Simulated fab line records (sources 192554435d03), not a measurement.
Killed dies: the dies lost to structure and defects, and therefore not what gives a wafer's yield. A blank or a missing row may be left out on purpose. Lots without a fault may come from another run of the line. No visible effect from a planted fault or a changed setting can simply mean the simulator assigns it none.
fab line records / flow n5_finfet
record lots=7 wafers=39
route steps=1938 shown BEOL_M9@1440
start_h: start of the lot's first displayed wafer, in hours after the record's first day / wait_h: how many hours have passed since the lot's step before this one / " repeats the value in the row above / L1.1+2: a row that stands for several wafers / - either no value or no given start / * or withheld: withheld / < > ~ a bound
route shown NAME@n: names a module that has steps shown in the file, with the first one's number in the route / usual: mean and standard deviation over wafers with no fault / same: alike in all rows / chamber/n: place in a boat / sites: each site's reading / _std_site: standard deviation across them / _edge_site: outer sites' mean less inner sites' / radius_mm: for every site, how far away it sits from the centre of the wafer / mask NAME#n: copy n / behind: the tool/chamber that last shaped the wafer / hold: cause of the lot's hold/its duration in hours/its outcome / device: which transistor (n, p or np) failed to switch / end of line: tests run on the same wafers once the route is complete / a step given without rows: its recipe and nothing more / killed: at the first sort, the dies lost to defects and structure; wafer yield is something else / map: a wafer's dies, x killed, . not, _ none there
set.NAME: the run value of the setting; set.NAME@STEP: its run value at that earlier step / model.NAME: the simulator's own value behind a step, which no gauge read
lots whose settings were changed on purpose; a table a step, a row a wafer
## steps
# step N5_BEOL_M9_ETCH_66
# recipe chemistry=N2/H2 target=SOC target_depth_a=800 overetch_a=160 mask_material=SiARC temp_c=40 time_s=120 ion_energy_ev=200 pressure_mtorr=30 source_w=840 bias_w=150 n2_flow_sccm=200 h2_flow_sccm=200
lot.wafer=L074.1 tool=rie_diel-03 chamber=3 start_h=201.89 wait_h=0.0 set.time_s=120 model.SiARC_of_BEOL_M9_COAT_64.thk_nm=6.6
lot.wafer=L074.2 tool=rie_diel-03 chamber=2 start_h=201.89 wait_h=0.0 set.time_s=95.35 model.SiARC_of_BEOL_M9_COAT_64.thk_nm=8
lot.wafer=L074.3 tool=rie_diel-03 chamber=0 start_h=201.89 wait_h=0.0 set.time_s=120 model.SiARC_of_BEOL_M9_COAT_64.thk_nm=6.2
lot.wafer=L074.4 tool=rie_diel-03 chamber=1 start_h=201.89 wait_h=0.0 set.time_s=120 model.SiARC_of_BEOL_M9_COAT_64.thk_nm=6.4
lot.wafer=L074.5 tool=rie_diel-03 chamber=1 start_h=201.89 wait_h=0.0 set.time_s=95.35 model.SiARC_of_BEOL_M9_COAT_64.thk_nm=7.6
lot.wafer=L074.6 tool=rie_diel-03 chamber=0 start_h=201.89 wait_h=0.0 set.time_s=95.35 model.SiARC_of_BEOL_M9_COAT_64.thk_nm=7.4
lot.wafer=L087.1+3 tool=rie_diel-05 chamber=0,3 start_h=305.25 wait_h=0.0 set.time_s=120 model.SiARC_of_BEOL_M9_COAT_64.thk_nm=6
lot.wafer=L087.2+5 tool=rie_diel-05 chamber=2 start_h=305.25 wait_h=0.0 set.time_s=120 model.SiARC_of_BEOL_M9_COAT_64.thk_nm=6.6
lot.wafer=L087.4+6 tool=rie_diel-05 chamber=1 start_h=305.25 wait_h=0.0 set.time_s=120 model.SiARC_of_BEOL_M9_COAT_64.thk_nm=6.4
lot.wafer=L089.1 tool=rie_diel-06 chamber=2 start_h=315.64 wait_h=0.0 set.time_s=120 model.SiARC_of_BEOL_M9_COAT_64.thk_nm=6.2
lot.wafer=L089.2+4+6 tool=rie_diel-06 chamber=3,1,1 start_h=315.64 wait_h=0.0 set.time_s=120 model.SiARC_of_BEOL_M9_COAT_64.thk_nm=6.4
lot.wafer=L089.3+5 tool=rie_diel-06 chamber=0 start_h=315.64 wait_h=0.0 set.time_s=120 model.SiARC_of_BEOL_M9_COAT_64.thk_nm=6.6
lot.wafer=L092.1+2 tool=rie_diel-05 chamber=1,2 start_h=327.87 wait_h=0.0 set.time_s=120 model.SiARC_of_BEOL_M9_COAT_64.thk_nm=6.4
lot.wafer=L092.3 tool=rie_diel-05 chamber=3 start_h=327.87 wait_h=0.0 set.time_s=120 model.SiARC_of_BEOL_M9_COAT_64.thk_nm=6
lot.wafer=L092.4 tool=rie_diel-05 chamber=0 start_h=327.87 wait_h=0.0 set.time_s=179.8 model.SiARC_of_BEOL_M9_COAT_64.thk_nm=3
lot.wafer=L092.5 tool=rie_diel-05 chamber=2 start_h=327.87 wait_h=0.0 set.time_s=179.8 model.SiARC_of_BEOL_M9_COAT_64.thk_nm=3.8
lot.wafer=L092.6 tool=rie_diel-05 chamber=3 start_h=327.87 wait_h=0.0 set.time_s=179.8 model.SiARC_of_BEOL_M9_COAT_64.thk_nm=2.8
lot.wafer=L095.1+4+5 tool=rie_diel-06 chamber=0 start_h=331.48 wait_h=0.0 set.time_s=120 model.SiARC_of_BEOL_M9_COAT_64.thk_nm=6.6
lot.wafer=L095.2+3+6 tool=rie_diel-06 chamber=2 start_h=331.48 wait_h=0.0 set.time_s=120 model.SiARC_of_BEOL_M9_COAT_64.thk_nm=6.2
lot.wafer=L094.3+4+6 tool=rie_diel-05 chamber=2,1,1 start_h=331.81 wait_h=0.0 set.time_s=120 model.SiARC_of_BEOL_M9_COAT_64.thk_nm=6.4
lot.wafer=L093.1 tool=rie_diel-03 chamber=2 start_h=342.48 wait_h=0.0 set.time_s=120 model.SiARC_of_BEOL_M9_COAT_64.thk_nm=7
lot.wafer=L093.2+4+6 tool=rie_diel-03 chamber=3,1,3 start_h=342.48 wait_h=0.0 set.time_s=120 model.SiARC_of_BEOL_M9_COAT_64.thk_nm=6.6
lot.wafer=L093.3+5 tool=rie_diel-03 chamber=0 start_h=342.48 wait_h=0.0 set.time_s=120 model.SiARC_of_BEOL_M9_COAT_64.thk_nm=6.2
## key
split step=N5_BEOL_M9_ETCH_66 setting=time_s stated=120 by=wafer
response step=N5_BEOL_M9_ETCH_66 reading=model.SiARC_of_BEOL_M9_COAT_64.thk_nm change=-0.0616 per=1% r=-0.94
